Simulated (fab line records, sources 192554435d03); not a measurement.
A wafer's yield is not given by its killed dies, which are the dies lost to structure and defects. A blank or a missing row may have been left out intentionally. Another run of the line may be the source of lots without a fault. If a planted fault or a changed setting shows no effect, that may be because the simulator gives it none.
A lot that was struck, set against a sound lot || flow n5Finfet || 15 steps out of a route of 1938
Sound: wafers L229.2, L229.5, L229.6. The struck wafers were L241.1, L241.6. The cause is named last.
At each step with rows: each side's tool, then ch and its chambers, then its first start. Under that, the readings that differ: sound wafers || struck wafers || difference of the means || sigmas: that difference in standard deviations of wafers without a fault.
alike: readings with means less than 2 such deviations apart, plus words and numbers identical on both sides. not compared: withheld readings, readings lacking a value on some wafer, bounds such as >300 that could conceal the same value, and numbers that have no deviation in the record and whose values overlap.
Wherever a step has rows on one side only, a row that says differs or no value, or a row with sigmas, the two part there. When numbers do not overlap yet have no deviation, they are printed without sigmas and do not part them. A reading missing from all wafers of one side parts the sides only when that side holds two or more wafers.

first, 6 steps without rows for these wafers: N5_BEOL_M3_COAT_05 (resist thk 30 nm); N5_BEOL_M3_EBR_07; N5_BEOL_M3_SOFTBAKE_06 (time 60 s); N5_BEOL_M3_EXPOSE_08 (exposes mask M3); N5_BEOL_M3_PEB_09 (peb time 60 s); N5_BEOL_M3_DEVELOP_10 (develop time 30 s).
N5_BEOL_M3_CD_MEAS_11: the cd target is 17.05 nm.
  sound on cdSem-01 ch 0, day 8 18:23; struck on cdSem-01 ch 0, day 12 04:31
  alike: cdNm
N5_BEOL_M3_OVL_MEAS_12:
  sound on overlay-02 ch 0, day 8 18:25; struck on overlay-02 ch 0, day 12 04:32
  alike: M3_OVL
N5_BEOL_M3_INSPECT_13: inspects for defects (brightfield).
  sound on defectInspect-01, day 8 18:28; struck on defectInspect-01, day 12 04:37
  alike: rawDefectCount
N5_BEOL_M3_DESCUM_16: chemistry O2, time 7 s.
  sound on rieDiel-01 ch 0,3, day 8 18:35; struck on rieDiel-01 ch 0,3, day 12 04:39
  alike: drypumpMotorCurrentA, oesProductAu, rfVppV, showerheadPlenumPTorr, throttleValvePct
  not compared: rfHoursCounterH
N5_BEOL_M3_ETCH_74: etches underlayer in N2/H2, target depth 6.5 nm, time 5.2 s.
  sound on rieDiel-01 ch 0,3, day 8 18:38; struck on rieDiel-01 ch 0,3, day 12 04:41
  alike: drypumpMotorCurrentA, etchRfOnTimeS, oesProductAu, rfVppV, showerheadPlenumPTorr, throttleValvePct
  not compared: rfHoursCounterH
N5_BEOL_M3_ETCH_63: etches SiARC in CF4, target depth 15.6 nm, time 26 s.
  sound on rieDiel-01 ch 0,3, day 8 18:38; struck on rieDiel-01 ch 0,3, day 12 04:42
  alike: drypumpMotorCurrentA, etchRfOnTimeS, oesProductAu, rfVppV, showerheadPlenumPTorr, throttleValvePct
  not compared: rfHoursCounterH
N5_BEOL_M3_ETCH_64: etches SOC in N2/H2, target depth 75 nm, overetch 15 nm, time 112.5 s.
  sound on rieDiel-01 ch 0,3, day 8 18:40; struck on rieDiel-01 ch 0,3, day 12 04:44
{"reading": "model.SiARC_of_BEOL_M3_COAT_62.thkNm (nm)", "sound": "6.8 6.6 6.6", "struck": "7.6 7.6", "difference": "+0.9", "sigmas": ""}
  alike: drypumpMotorCurrentA, oesProductAu, rfVppV, showerheadPlenumPTorr, throttleValvePct
  not compared: rfHoursCounterH, model.BEOL_M3.cdOffsetNm
then, 1 step without rows for these wafers: N5_BEOL_M3_STRIP_65 (strips in N2/H2).
N5_BEOL_M4_RC_MEAS_101:
  sound on prober-01 ch 0, day 10 19:14; struck on prober-01 ch 0, day 13 16:36
{"reading": "SS_P (mV/dec)", "sound": "72.7 71.4 72.5", "struck": "73.0 74.7", "difference": "+1.6", "sigmas": "+2"}
  alike: DIBL_N, DIBL_P, IOFF_N, IOFF_P, ION_N, ION_P, SS_N, VT_N, VT_P

## WHERE THEY PART
N5_BEOL_M4_RC_MEAS_101 only, going by this record.

WHY: what had been put in by the simulator
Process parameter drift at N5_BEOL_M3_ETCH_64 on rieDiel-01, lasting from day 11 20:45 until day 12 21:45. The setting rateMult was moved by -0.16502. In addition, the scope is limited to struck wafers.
